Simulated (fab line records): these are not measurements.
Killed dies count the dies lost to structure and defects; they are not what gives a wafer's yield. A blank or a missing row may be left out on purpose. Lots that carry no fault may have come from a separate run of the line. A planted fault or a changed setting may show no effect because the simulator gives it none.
fab line records	flow nandHarc
record lots=6	wafers=18	lastDay=33
route steps=1302 shown A_BONDPAD@1226 HYBRID_BOND@1237 THIN_TSV@1244 END@1302
lots that met no fault: from a run of the same line without faults
startH: hours from the record's opening day to when the first of the lot's shown wafers began	waitH: hours since the lot's step before	" the same as in the row above	L1.1+2: one row covering several wafers at once	- value missing, or start not given	* or withheld: withheld	< > ~ a bound
route shown NAME@n: a module of which the file shows steps, and the number in the route of the first	usual: the fault-free wafers' mean and standard deviation	same: alike in all rows	chamber/n: place in a boat	sites: per-site readings	_std_site: the values' standard deviation	_edge_site: outer sites' mean less inner sites'	radiusMm: how far each site lies from the wafer's centre	mask NAME#n: copy n	behind: the last tool/chamber to shape the wafer	hold: what put the lot on hold/how long, in hours/how the hold closed	device: the transistor (n, p or np) that didn't switch	end of line: tests of these same wafers at the route's end	step lacking rows: just its recipe	killed: count of dies lost to structure and defects at first sort (not the wafer's yield)	map: per-die view of a wafer (x killed, . not killed, _ where there is no die)
set.NAME: the setting the step ran with; set.NAME@STEP: the setting that earlier step ran with	model.NAME: the simulator's own value behind a step, which no gauge read
certain route steps with their lots: each step a table, each wafer a row
services: when a tool's chamber went out of use (startH, in hours from the record's first day, below 0 if earlier), for how many hours, and the reason
## steps
# step NHARC_A_BONDPAD_PRE_CLEAN_26
# recipe timeS=30	tempC=280	gas=H2/He
# step NHARC_A_BONDPAD_PVD_17
# recipe targetThkA=50	biasV=168.6	powerW=15000	chamberPressurePa=0.12	timeS=8.06	substrateTempC=50	material=TaN
# usual throttleValvePct=29.9/0.92
lot.wafer	tool	chamber	startH	waitH	throttleValvePct
L287.4	pvdSputter-03	-	-	-	28.6
L287.3	"	-	"	"	30.4
L287.6	"	-	"	"	29.1
L286.3	pvdSputter-02	-	-	-	29.5
L286.1	"	-	"	"	31.1
L286.2	"	-	"	"	30.6
L296.4	pvdSputter-01	-	-	-	30.7
L296.2	"	-	"	"	30.3
L296.6	"	-	"	"	30.8
L297.4	pvdSputter-03	-	-	-	30.1
L297.3	"	-	"	"	28.9
L297.6	"	-	"	"	28.6
L301.1	pvdSputter-01	-	-	-	30.9
L301.5	"	-	"	"	30.9
L301.6	"	-	"	"	30.7
L306.4	pvdSputter-03	-	-	-	28.8
L306.1	"	-	"	"	29.5
L306.3	"	-	"	"	30.0
# step NHARC_A_BONDPAD_PVD_27
# recipe targetThkA=300	chamberPressurePa=5	powerW=5000	substrateTempC=30	timeS=20.49	material=Cu
# step NHARC_A_BONDPAD_ECD_18
# recipe targetThkA=4000	bathTempC=25	material=Cu
# step NHARC_A_BONDPAD_ANNEAL_28
# recipe tempC=225	timeS=90
# usual wafer_temp_C_max=225.74/0.22
lot.wafer	tool	chamber	startH	waitH	wafer_temp_C_max
L287.3	rtpAnneal-01	0	553.69	0.3	225.93
L287.4	"	0	"	"	226.06
L287.6	"	0	"	"	225.74
L286.1	rtpAnneal-01	0	563.22	0.3	225.24
L286.2	"	0	"	"	226.02
L286.3	"	0	"	"	225.65
L296.2	rtpAnneal-02	0	643.45	-	225.90
L296.4	"	0	"	"	225.78
L296.6	"	0	"	"	226.10
L297.3	rtpAnneal-02	0	654.21	-	225.66
L297.4	"	0	"	"	225.59
L297.6	"	0	"	"	225.61
L301.1	rtpAnneal-01	0	685.94	0.3	225.89
L301.5	"	0	"	"	225.77
L301.6	"	0	"	"	225.63
L306.1	rtpAnneal-02	0	772.44	0.3	226.03
L306.3	"	0	"	"	225.66
L306.4	"	0	"	"	226.05
# step NHARC_A_BONDPAD_CMP_19
# recipe tOverpolishS=30	cuRecessTouchS=16	targetThkNm=169.82
# step NHARC_A_BONDPAD_THK_MEAS_20
# recipe thkMeasGauge=xrf
# usual thkNm=169.6/1.6
lot.wafer	tool	chamber	startH	waitH	thkNm
L287.3	filmMetro-02	-	554.25	-	170.4
L287.4	"	-	"	"	168.8
L287.6	"	-	"	"	170.0
L286.1	filmMetro-02	-	563.89	-	171.3
L286.2	"	-	"	"	171.2
L286.3	"	-	"	"	172.2
L296.2	filmMetro-02	-	644.10	-	169.9
L296.4	"	-	"	"	169.3
L296.6	"	-	"	"	171.4
L297.3	filmMetro-02	-	654.77	-	167.8
L297.4	"	-	"	"	168.9
L297.6	"	-	"	"	170.0
L301.1	filmMetro-01	-	686.61	-	168.9
L301.5	"	-	"	"	169.3
L301.6	"	-	"	"	172.4
L306.1	filmMetro-01	-	773.11	-	168.7
L306.3	"	-	"	"	167.1
L306.4	"	-	"	"	170.5
# step NHARC_A_BONDPAD_SRD_21
# recipe timeS=30	tempC=23	dryTimeS=20	spinRpm=1500
# step NHARC_A_BONDPAD_INSPECT_23
# usual rawDefectCount=572/120
lot.wafer	tool	chamber	startH	waitH	rawDefectCount
L287.3	defectInspect-02	-	554.47	0.0	551
L287.4	"	-	"	"	629
L287.6	"	-	"	"	811
L286.1	defectInspect-01	-	564.10	0.1	540
L286.2	"	-	"	"	351
L286.3	"	-	"	"	448
L296.2	defectInspect-02	-	644.30	0.0	523
L296.4	"	-	"	"	578
L296.6	"	-	"	"	629
L297.3	defectInspect-02	-	655.00	0.0	487
L297.4	"	-	"	"	697
L297.6	"	-	"	"	416
L301.1	defectInspect-01	-	686.84	0.0	470
L301.5	"	-	"	"	465
L301.6	"	-	"	"	458
L306.1	defectInspect-02	-	773.33	0.0	501
L306.3	"	-	"	"	528
L306.4	"	-	"	"	498
# step NHARC_HYBRID_BOND_ACTIVATE_00
# recipe timeS=60	n2FlowSccm=200	arFlowSccm=0	biasPowerW=0	chemistry=N2
# step NHARC_HYBRID_BOND_PRECLEAN_01
# recipe timeS=300	tempC=23	chemistry=DIW
lot.wafer	tool	chamber	startH	waitH
L287.6+3+4	wetBench-10	0,2,5	554.68	0.1
L286.3+1+2	wetBench-10	0,1,4	564.31	0.1
L296.4+6+2	wetBench-10	1,2,6	644.51	0.1
L297.4+6+3	wetBench-10	4,5,0	655.23	0.1
L301.1+5+6	wetBench-08	7,0,3	687.05	0.1
L306.4+3+1	wetBench-08	1,3,5	773.56	0.2
# step NHARC_HYBRID_BOND_SRD_02
# recipe timeS=30	tempC=23	dryTimeS=20	spinRpm=1500
# step NHARC_HYBRID_BOND_BOND_03
# recipe tempC=25
# step NHARC_HYBRID_BOND_ANNEAL_04
# recipe tempC=300	timeS=7200	rampUpCPerMin=5	rampDownCPerMin=3	idleTempC=100	pressureAtm=1
# step NHARC_HYBRID_BOND_OVL_MEAS_05
# usual overlayXNm=0/32	overlayYNm=-5/30
lot.wafer	tool	chamber	startH	waitH	overlayXNm	overlayYNm
L287.3	overlay-01	-	563.71	0.4	34	-27
L287.4	"	-	"	"	-12	-30
L287.6	"	-	"	"	1	51
L286.1	overlay-02	-	576.58	0.4	-31	-19
L286.2	"	-	"	"	17	58
L286.3	"	-	"	"	7	-2
L296.2	overlay-02	-	652.50	0.4	10	23
L296.4	"	-	"	"	-60	61
L296.6	"	-	"	"	36	10
L297.3	overlay-02	-	664.48	0.4	-4	46
L297.4	"	-	"	"	64	27
L297.6	"	-	"	"	46	23
L301.1	overlay-02	-	698.47	0.4	-7	-43
L301.5	"	-	"	"	2	12
L301.6	"	-	"	"	1	-40
L306.1	overlay-02	-	782.57	0.4	20	67
L306.3	"	-	"	"	-82	-25
L306.4	"	-	"	"	-15	-20
# step NHARC_THIN_TSV_GRIND_00
# recipe targetThkUm=6
# step NHARC_THIN_TSV_CMP_01
# recipe targetThkUm=3
# usual motorCurrentA=11.1/0.99
lot.wafer	tool	chamber	startH	waitH	motorCurrentA
L287.3	cmp-02	1	566.32	0.6	9.8
L287.4	"	3	"	"	10.2
L287.6	"	1	"	"	9.6
L286.2	cmp-02	3	579.20	0.8	10.2
L286.1	"	0	"	"	12.7
L286.3	"	2	"	"	11.5
L296.4	cmp-04	0	655.14	0.4	12.1
L296.2	"	2	"	"	10.5
L296.6	"	0	"	"	12.0
L297.4	cmp-03	2	665.92	0.4	10.5
L297.3	"	3	"	"	11.6
L297.6	"	1	"	"	11.8
L301.1	cmp-02	3	699.92	1.0	10.0
L301.5	"	3	"	"	9.9
L301.6	"	0	"	"	13.3
L306.3	cmp-03	0	783.99	0.6	11.4
L306.1	"	1	"	"	12.2
L306.4	"	2	"	"	10.3
# step NHARC_THIN_TSV_THK_MEAS_02
# recipe thkMeasGauge=ir
# usual thkNm=3023/200
lot.wafer	tool	chamber	startH	waitH	thkNm
L287.3	filmMetro-02	-	566.58	-	3009
L287.4	"	-	"	"	2677
L287.6	"	-	"	"	3085
L286.1	filmMetro-01	-	579.46	-	3174
L286.2	"	-	"	"	3179
L286.3	"	-	"	"	3403
L296.2	filmMetro-02	-	655.38	-	2737
L296.4	"	-	"	"	3494
L296.6	"	-	"	"	3300
L297.3	filmMetro-01	-	666.16	0.2	3053
L297.4	"	-	"	"	2895
L297.6	"	-	"	"	2970
L301.1	filmMetro-02	-	700.19	0.2	2986
L301.5	"	-	"	"	3180
L301.6	"	-	"	"	2853
L306.1	filmMetro-02	-	784.25	-	2944
L306.3	"	-	"	"	2908
L306.4	"	-	"	"	2604
# step NHARC_THIN_TSV_SRD_03
# step NHARC_THIN_TSV_PRECLEAN_41
# recipe timeS=*	tempC=50	bathAgeMin=0	chemistry=SC1
# step NHARC_THIN_TSV_SRD_42
# step NHARC_THIN_TSV_DEP_43
# recipe targetThkA=13285	tempC=withheld	pressureTorr=6.5	rfW=900	teosFlowSccm=161.4	flowSccm=2650	targetThkNm=1328.5	gas=O2	material=SiO2
# usual flowSccm=2651/7.9	throttleValvePct=16.2/0.58
lot.wafer	tool	chamber	startH	waitH	flowSccm	throttleValvePct
L287.3	pecvd-04	1	566.80	-	2650	16.9
L287.4	"	2	"	"	2652	16.8
L287.6	"	0	"	"	2655	17.2
L286.2	pecvd-03	0	579.68	-	2646	16.3
L286.3	"	1	"	"	2645	15.9
L286.1	"	2	"	"	2643	15.7
L296.2	pecvd-03	2	655.60	-	2635	15.9
L296.4	"	2	"	"	2652	15.7
L296.6	"	0	"	"	2643	16.4
L297.3	pecvd-01	2	666.38	-	2656	16.6
L297.4	"	2	"	"	2648	16.7
L297.6	"	1	"	"	2627	15.1
L301.1	pecvd-03	1	700.45	-	2637	16.1
L301.5	"	0	"	"	2654	16.6
L301.6	"	2	"	"	2652	16.0
L306.1	pecvd-03	0	784.52	-	2647	16.7
L306.3	"	1	"	"	2657	15.9
L306.4	"	1	"	"	2637	16.0
# step NHARC_THIN_TSV_DEHYDRATE_04
# recipe tempC=150	timeS=120
# step NHARC_THIN_TSV_HMDS_05
# recipe timeS=30
# step NHARC_THIN_TSV_COAT_06
# recipe spinRpm=*
# step NHARC_THIN_TSV_SOFTBAKE_07
# recipe tempC=122	timeS=95
# step NHARC_THIN_TSV_EBR_08
# step NHARC_THIN_TSV_EXPOSE_09
# recipe na=0.55	doseMj=30.7	maskId=TSV
# step NHARC_THIN_TSV_PEB_10
# recipe pebTempC=118	pebTimeS=85
# step NHARC_THIN_TSV_DEVELOP_11
# recipe timeS=70
# step NHARC_THIN_TSV_CD_MEAS_12
# recipe targetCdNm=1000	landingEnergyEv=500
# usual cdNm=999.4/1.3
lot.wafer	tool	chamber	startH	waitH	cdNm
L287.3	cdSem-02	0	567.64	-	999.1
L287.4	"	0	"	"	999.5
L287.6	"	0	"	"	997.7
L286.1	cdSem-03	0	580.38	-	1001.4
L286.2	"	0	"	"	1002.8
L286.3	"	0	"	"	1000.4
L296.2	cdSem-03	0	656.43	-	998.8
L296.4	"	0	"	"	999.0
L296.6	"	0	"	"	998.2
L297.3	cdSem-01	0	667.09	-	1001.8
L297.4	"	0	"	"	1000.8
L297.6	"	0	"	"	1000.8
L301.1	cdSem-01	0	701.23	-	999.4
L301.5	"	0	"	"	1001.1
L301.6	"	0	"	"	999.2
L306.1	cdSem-01	0	785.17	-	1003.0
L306.3	"	0	"	"	1000.5
L306.4	"	0	"	"	1001.4
# step NHARC_THIN_TSV_HARDBAKE_13
# recipe tempC=125	timeS=80
# step NHARC_THIN_TSV_DESCUM_14
# recipe timeS=3	o2FlowSccm=200	arFlowSccm=0	biasPowerW=0	chemistry=O2
# step NHARC_THIN_TSV_ETCH_44
# recipe targetDepthA=15942	timeS=797.1	cf4FlowSccm=150	o2FlowSccm=10	arFlowSccm=0	rfW=300	biasW=800	chemistry=CF4/O2
# step NHARC_THIN_TSV_ETCH_15
# recipe targetDepthA=30000	boschTargetOveretchCycles=2	boschEtchStepS=2.8	boschDepStepS=1.2	boschCycles=14
# step NHARC_THIN_TSV_CD_MEAS_16
# usual cdNm=999.4/1.3
lot.wafer	tool	chamber	startH	waitH	cdNm
L287.3	cdSem-03	-	568.60	0.1	999.3
L287.4	"	-	"	"	999.3
L287.6	"	-	"	"	997.8
L286.1	cdSem-01	-	581.34	0.1	1001.3
L286.2	"	-	"	"	1002.5
L286.3	"	-	"	"	999.5
L296.2	cdSem-02	-	657.40	0.1	997.9
L296.4	"	-	"	"	998.5
L296.6	"	-	"	"	998.0
L297.3	cdSem-02	-	668.06	0.1	1001.2
L297.4	"	-	"	"	999.7
L297.6	"	-	"	"	999.9
L301.1	cdSem-02	-	702.19	0.1	998.9
L301.5	"	-	"	"	1000.3
L301.6	"	-	"	"	999.7
L306.1	cdSem-02	-	786.13	0.1	1002.1
L306.3	"	-	"	"	1000.4
L306.4	"	-	"	"	1002.1
# step NHARC_THIN_TSV_STRIP_45
# recipe powerW=1500	tempC=250	chemistry=O2
# usual drypumpMotorCurrentA=5.5/0.49	heaterPowerW=332/15
lot.wafer	tool	chamber	startH	waitH	drypumpMotorCurrentA	heaterPowerW	rfHoursCounterH
L287.3	plasmaAsher-01	1	568.76	0.2	5.8	328	-
L287.4	"	0	"	"	5.9	311	-
L287.6	"	1	"	"	5.8	326	-
L286.2	plasmaAsher-01	0	581.41	0.1	6.0	306	9
L286.1	"	1	"	"	5.8	326	9
L286.3	"	1	"	"	5.8	329	-
L296.2	plasmaAsher-01	0	657.47	0.1	6.0	301	26
L296.4	"	0	"	"	6.0	304	-
L296.6	"	0	"	"	6.0	315	-
L297.3	plasmaAsher-02	0	668.22	0.2	4.8	351	-
L297.4	"	1	"	"	5.8	332	-
L297.6	"	1	"	"	5.8	338	-
L301.1	plasmaAsher-02	1	702.49	0.3	5.8	331	16
L301.5	"	0	"	"	4.8	349	-
L301.6	"	1	"	"	5.8	335	-
L306.1	plasmaAsher-02	1	786.21	0.1	5.8	340	33
L306.4	"	1	"	"	5.8	336	-
L306.3	"	0	"	"	4.8	351	-
# step NHARC_THIN_TSV_STRIP_46
# recipe timeS=1200	tempC=72.5	chemistry=postEtchResidueRemover
# step NHARC_THIN_TSV_DEP_47
# recipe targetThkA=2000	tempC=withheld	pressureTorr=6.5	rfW=900	teosFlowSccm=161.4	flowSccm=2650	targetThkNm=200	gas=O2	material=SiO2
# step NHARC_END_SORT_01
# recipe tempC=25
# usual defectLimitedYield=90.1/2.4	killedAtArray=62/16	killedAtOther=0.8/1.1	killedAtPeriphery=4/3.2	killedDies=67/16	killedOpen=3.5/1.9	killedShort=2.1/1.5
# same grossDies=677
lot.wafer	tool	chamber	startH	waitH	defectLimitedYield[%]	killedAtArray	killedAtOther	killedAtPeriphery	killedDies	killedOpen	killedShort
L287.3	prober-02	0	584.43	3.1	87.6	75	0	9	84	4	2
L287.4	prober-02	0	585.24	3.4	88.0	68	0	13	81	6	2
L287.6	prober-02	0	586.86	4.1	90.5	49	0	15	64	4	2
L296.2	prober-02	0	673.02	2.8	85.2	55	42	3	100	4	1
L296.4	prober-02	0	674.62	3.4	84.2	44	60	3	107	4	3
L296.6	prober-02	0	676.22	4.0	78.4	53	90	3	146	1	1
L297.3	prober-02	0	683.98	3.1	79.6	48	87	3	138	0	2
L297.4	prober-02	0	684.77	3.4	85.8	40	54	2	96	4	2
L297.6	prober-02	0	686.36	4.0	80.5	33	94	5	132	3	0
L301.5	prober-02	0	720.19	3.7	89.4	69	0	3	72	3	3
L301.6	prober-02	0	721.00	4.1	87.7	79	0	4	83	3	4
L306.1	prober-02	0	800.35	2.5	91.6	57	0	0	57	1	2
L306.3	prober-02	0	801.97	3.1	87.7	74	2	7	83	7	4
L306.4	prober-02	0	802.77	3.4	91.7	54	0	2	56	4	0
# killed by level:class
L287.3 A_CHANNEL_HOLE_D2:chamberFilmFlake=32 A_CHANNEL_HOLE_D1:chamberFilmFlake=29 P_GATE:chamberFilmFlake=5 A_CONTACT:chamberFilmFlake=3 A_CHANNEL_FILL_D1:chamberFilmFlake=3 A_CHANNEL_FILL_D2:geometricParticle:open=2 P_M1:chamberFilmFlake=2 A_WL_FILL:chamberFilmFlake=2
L287.4 A_CHANNEL_HOLE_D1:chamberFilmFlake=31 A_CHANNEL_HOLE_D2:chamberFilmFlake=25 P_STI:chamberFilmFlake=7 P_GATE:chamberFilmFlake=4 A_CONTACT:chamberFilmFlake=3 A_CHANNEL_FILL_D2:geometricParticle:open=2 A_ONON_D1:geometricParticle:open=1 A_ONON_D2:geometricParticle:open=1
L287.6 A_CHANNEL_HOLE_D1:chamberFilmFlake=25 A_CHANNEL_HOLE_D2:chamberFilmFlake=17 P_GATE:chamberFilmFlake=7 P_STI:chamberFilmFlake=4 P_CONTACT:geometricParticle:open=3 A_STAIRCASE:chamberFilmFlake=2 P_STI:geometricParticle:short=1 A_CHANNEL_FILL_D1:geometricParticle:short=1
L296.2 HYBRID_BOND:unspecified=42 A_SLIT:chamberFilmFlake=30 A_CHANNEL_HOLE_D2:chamberFilmFlake=16 A_CHANNEL_HOLE_D1:chamberFilmFlake=4 P_M0:geometricParticle:open=1 A_CHANNEL_HOLE_D1:geometricParticle:open=1 A_CHANNEL_FILL_D1:geometricParticle:short=1 A_WL_FILL:geometricParticle:open=1
L296.4 HYBRID_BOND:unspecified=60 A_CHANNEL_HOLE_D2:chamberFilmFlake=23 A_SLIT:chamberFilmFlake=11 A_ONON_D2:geometricParticle:short=2 A_CHANNEL_HOLE_D1:chamberFilmFlake=2 P_M0:geometricParticle:short=1 P_M0:geometricParticle:open=1 A_SOURCE_PLATE:geometricParticle:open=1
L296.6 HYBRID_BOND:unspecified=90 A_SLIT:chamberFilmFlake=31 A_CHANNEL_HOLE_D2:chamberFilmFlake=15 A_CHANNEL_HOLE_D1:chamberFilmFlake=4 P_M0:geometricParticle:open=1 P_M1:geometricParticle:short=1 P_GATE:chamberFilmFlake=1 A_STAIRCASE:chamberFilmFlake=1
L297.3 HYBRID_BOND:unspecified=86 A_CHANNEL_HOLE_D1:chamberFilmFlake=38 A_SLIT:chamberFilmFlake=3 A_CONTACT:chamberFilmFlake=3 P_M2:chamberFilmFlake=2 A_STAIRCASE:chamberFilmFlake=2 A_CHANNEL_FILL_D1:geometricParticle:short=1 A_SGD_CUT:geometricParticle:short=1
L297.4 HYBRID_BOND:unspecified=54 A_CHANNEL_HOLE_D1:chamberFilmFlake=29 A_SLIT:chamberFilmFlake=3 A_CONTACT:chamberFilmFlake=2 A_ONON_D1:geometricParticle:open=1 A_CHANNEL_FILL_D2:geometricParticle:short=1 A_WL_FILL:geometricParticle:short=1 A_CONTACT:geometricParticle:open=1
L297.6 HYBRID_BOND:unspecified=93 A_CHANNEL_HOLE_D1:chamberFilmFlake=26 P_M2:chamberFilmFlake=3 A_CHANNEL_FILL_D2:geometricParticle:open=2 A_SLIT:chamberFilmFlake=2 A_CONTACT:chamberFilmFlake=2 P_ZERO_WELL:chamberFilmFlake=1 P_GATE:chamberFilmFlake=1
L301.5 A_SLIT:chamberFilmFlake=31 A_CHANNEL_HOLE_D2:chamberFilmFlake=22 A_CHANNEL_HOLE_D1:chamberFilmFlake=7 A_WL_FILL:chamberFilmFlake=3 A_CONTACT:chamberFilmFlake=2 P_GATE:geometricParticle:open=1 P_M0:geometricParticle:short=1 P_M0:geometricParticle:open=1
L301.6 A_SLIT:chamberFilmFlake=35 A_CHANNEL_HOLE_D2:chamberFilmFlake=25 A_CHANNEL_HOLE_D1:chamberFilmFlake=8 A_CONTACT:chamberFilmFlake=4 A_STAIRCASE:chamberFilmFlake=2 P_GATE:geometricParticle:open=1 P_CONTACT:geometricParticle:open=1 P_M1:geometricParticle:short=1
L306.1 A_CHANNEL_HOLE_D2:chamberFilmFlake=33 A_SLIT:chamberFilmFlake=8 A_STAIRCASE:chamberFilmFlake=5 A_CONTACT:chamberFilmFlake=5 A_DECK1_JOINT:chamberFilmFlake=2 A_SOURCE_PLATE:geometricParticle:short=1 A_CHANNEL_FILL_D1:geometricParticle:short=1 A_DECK1_JOINT:geometricParticle:open=1
L306.3 A_CHANNEL_HOLE_D2:chamberFilmFlake=41 A_SLIT:chamberFilmFlake=12 A_CONTACT:chamberFilmFlake=6 P_ZERO_WELL:chamberFilmFlake=3 A_STAIRCASE:chamberFilmFlake=3 A_SOURCE_PLATE:geometricParticle:open=2 A_CHANNEL_HOLE_D1:geometricParticle:open=2 P_GATE:chamberFilmFlake=2
L306.4 A_CHANNEL_HOLE_D2:chamberFilmFlake=27 A_SLIT:chamberFilmFlake=14 A_STAIRCASE:chamberFilmFlake=5 A_CONTACT:chamberFilmFlake=4 P_CONTACT:geometricParticle:open=1 A_CHANNEL_FILL_D1:geometricParticle:open=1 A_DECK1_JOINT:geometricParticle:open=1 A_BLC:geometricParticle:open=1
# map L296.6 (x killed, . not)
____________.____________
_________..x...._________
_______..........._______
______.............______
_____..............._____
____....x............____
____.....x...........____
___.....xxx.x.........___
___....xxxxxx.........___
__....x.xxxx...........__
__.....xxxxxx..........__
_.....xxx.x...x........._
_.....x.xxx....x........_
_......x.x..xxxx........_
_.........x..xxxx......._
_.........x.xxxxx......._
............xxxxxxx......
........x.xxxxxxxx.x.....
.........xxxxxxxxxx......
..........xxxxxxxxx......
........x.xxxxxxxxx......
_.........xxxxxxxx......_
_..........xxxxxxx......_
_x........xx.xxxxx......_
_............xxx........_
_...........xx.........._
__............x.x......__
__..............x.x....__
___.....x.......x.xx..___
___............xx.....___
____...........xx.x.x____
____..........xxxx...____
_____..........xx..._____
______.............______
_______..........._______
_________...x..._________
____________.____________
# map L297.3 (x killed, . not)
____________.____________
_________......._________
_______..........._______
______.......xx....______
_____.......x.xx...._____
____.xx.x..xxxxxxx...____
____.......xxxxx.x...____
___.....xxxxxxxxxx....___
___......xxxxxxxxx....___
__........xxxxxxxxx.x..__
__.......xxxxxxxxxx....__
_..........xxxxxxx......_
_.......x..xxxxxx......._
_.........xxxxxxx......._
_...........xxxxx......x_
_..........x.xx.x.x...x._
.............x.x.....xx..
..................xxxxxx.
.x.................xx.x..
..................x.x.x.x
...................xxxx..
_................x.xxxxx_
_.................xxxxx._
_................x..x..x_
_..................xxx.._
_......x...........x.x.._
__.......x.............__
__.....................__
___....x..............___
___...................___
____................x____
____.................____
_____..............._____
______.............______
_______..........._______
_________......._________
____________.____________
## services
tool	chamber	startH	hours	kind
cmp-02	-	537.07	0.8	repair
pecvd-03	-	547.22	13.0	pm
wetBench-10	-	586.94	1.6	repair
cmp-02	-	615.40	1.0	repair
plasmaAsher-02	-	620.20	9.0	pm
pvdSputter-03	-	621.66	4.8	repair
cmp-02	-	624.73	4.0	pm
cmp-02	-	632.70	6.1	repair
pvdSputter-03	-	640.45	0.6	repair
cmp-02	-	658.10	1.3	repair
pvdSputter-03	-	660.06	1.9	repair
plasmaAsher-02	-	662.81	0.7	repair
wetBench-10	-	663.20	8.0	pm
cmp-02	-	667.35	1.7	repair
plasmaAsher-02	-	670.28	0.4	repair
cmp-02	-	681.62	1.8	repair
plasmaAsher-01	-	696.26	9.0	pm
pvdSputter-03	-	705.19	10.0	pm
wetBench-10	-	707.06	7.5	repair
cmp-02	-	715.23	4.7	repair
cmp-02	-	722.73	4.0	pm
pecvd-03	2	726.98	18.1	repair
pecvd-03	-	728.22	13.0	pm
cmp-02	-	732.21	0.8	repair
## key
firstSign step=NHARC_END_SORT_01	reading=killedAtOther	direction=up	sigmas=62	usual=0.8	struck=71.2
effect step=NHARC_END_SORT_01	reading=defectLimitedYield	direction=down	sigmas=3.2	usual=90.1	struck=82.3
moreKillsBornAt NHARC_HYBRID_BOND_PRECLEAN_01@wetBench-10=425
metAt NHARC_HYBRID_BOND_PRECLEAN_01
struckWafers L296.2,L296.4,L296.6,L297.3,L297.4,L297.6
onsetBetween 564.31 644.51
fault kind=chamberParticleSource	tool=wetBench-10	chamber=-	onsetH=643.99	steps=NHARC_HYBRID_BOND_PRECLEAN_01	ratePerVisitCm2=0.93368	endH=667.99
